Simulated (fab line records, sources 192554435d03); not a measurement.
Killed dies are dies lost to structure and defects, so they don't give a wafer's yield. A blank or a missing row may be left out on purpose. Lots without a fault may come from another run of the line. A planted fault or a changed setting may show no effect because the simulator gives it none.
Split-lot experiment | flow n5_finfet | 7 lots, 21 wafers read, on a route of 1938 steps

THE SPLIT
At N5_FIN_SAQP_ALD_61 (deposits SiO2, target thk 4 nm, pulse time 1 s, purge time 2 s), the setting temp_c was moved away from the recipe's 300 C on 6 of the 21 wafers read, by -3.9% to +3.6%. The other wafers ran this setting at the recipe's value.

The reading is taken at the split's own step.

THE READING
SiO2_of_FIN_SAQP_ALD_61.thk_nm (the simulator's own value, which no gauge read), in nm, at N5_FIN_SAQP_ALD_61 (deposits SiO2, target thk 4 nm, pulse time 1 s, purge time 2 s). The file gives no usual value for it. The 15 wafers here that ran the recipe average 3.995 nm, standard deviation 0.016 nm.

wafer  | tool, chamber at the split | temp_c as run, C | against the recipe | SiO2_of_FIN_SAQP_ALD_61.thk_nm, nm | against lot-mates on the recipe
L080.4 | ald_sin-03, 1              | 310.9            | +3.6%              | 3.924                              | -0.088
L080.5 | ald_sin-03, 0              | 300              | recipe             | 4.012                              | -
L080.6 | ald_sin-03, 3              | 310.9            | +3.6%              | 3.933                              | -0.079
L084.2 | ald_sin-04, 3              | 300              | recipe             | 3.97                               | -
L084.4 | ald_sin-04, 2              | 310.8            | +3.6%              | 3.915                              | -0.055
L084.5 | ald_sin-04, 0              | 310.8            | +3.6%              | 3.917                              | -0.053
L086.1 | ald_sin-02, 3              | 300              | recipe             | 4.008                              | -
L086.2 | ald_sin-02, 0              | 300              | recipe             | 3.971                              | -
L086.3 | ald_sin-02, 1              | 300              | recipe             | 4.004                              | -
L092.2 | ald_sin-02, 2              | 300              | recipe             | 3.99                               | -
L092.4 | ald_sin-02, 0              | 300              | recipe             | 3.988                              | -
L092.5 | ald_sin-02, 0              | 300              | recipe             | 3.995                              | -
L093.3 | ald_sin-03, 2              | 300              | recipe             | 3.978                              | -
L093.4 | ald_sin-03, 1              | 288.4            | -3.9%              | 4.162                              | +0.184
L093.6 | ald_sin-03, 3              | 288.4            | -3.9%              | 4.161                              | +0.183
L094.1 | ald_sin-03, 3              | 300              | recipe             | 4.009                              | -
L094.5 | ald_sin-03, 3              | 300              | recipe             | 4.011                              | -
L094.6 | ald_sin-03, 2              | 300              | recipe             | 4.022                              | -
L097.2 | ald_sin-03, 2              | 300              | recipe             | 3.972                              | -
L097.4 | ald_sin-03, 3              | 300              | recipe             | 3.999                              | -
L097.6 | ald_sin-03, 1              | 300              | recipe             | 4.002                              | -

THE FIT
A straight line over all 21 wafers: SiO2_of_FIN_SAQP_ALD_61.thk_nm changes by -0.0294 nm for each +1% of temp_c; r = -0.93; the points scatter about the line by 0.024 nm.
The same after taking each lot's own level away (the mean of its wafers on the recipe; 21 wafers): -0.0305 nm for each +1%; r = -0.92; scatter 0.027 nm.
On that fit, the largest move of temp_c shifts the reading by 0.12 nm.
The lots' own levels span 3.9700 to 4.0140 nm, that is 2.7 times the standard deviation above.
So the lot-to-lot level changes the slope little: the two slopes agree.
Check: with one of the wafers moved furthest among these (-3.9%) left out of the fit, the line predicts +0.113 nm for it against its lot-mates. It came out at +0.184 nm against them.

OTHER SPLITS ON THESE WAFERS
These wafers also went through other splits before the reading. Each is held against what the fit with the lots' levels taken away leaves over:
other split on the same wafers        | wafers away from the commonest value | r with SiO2_of_FIN_SAQP_ALD_61.thk_nm (lot level and that fit taken away)
N5_WELL_APT_PEB_06 peb_time_s         | 5                                    | -0.18
N5_WELL_APT_DEVELOP_07 develop_time_s | 6                                    | -0.15

THE FILE'S OWN FIT
SiO2_of_FIN_SAQP_ALD_61.thk_nm changes by -0.0294 nm for each +1% of temp_c, r = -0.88.
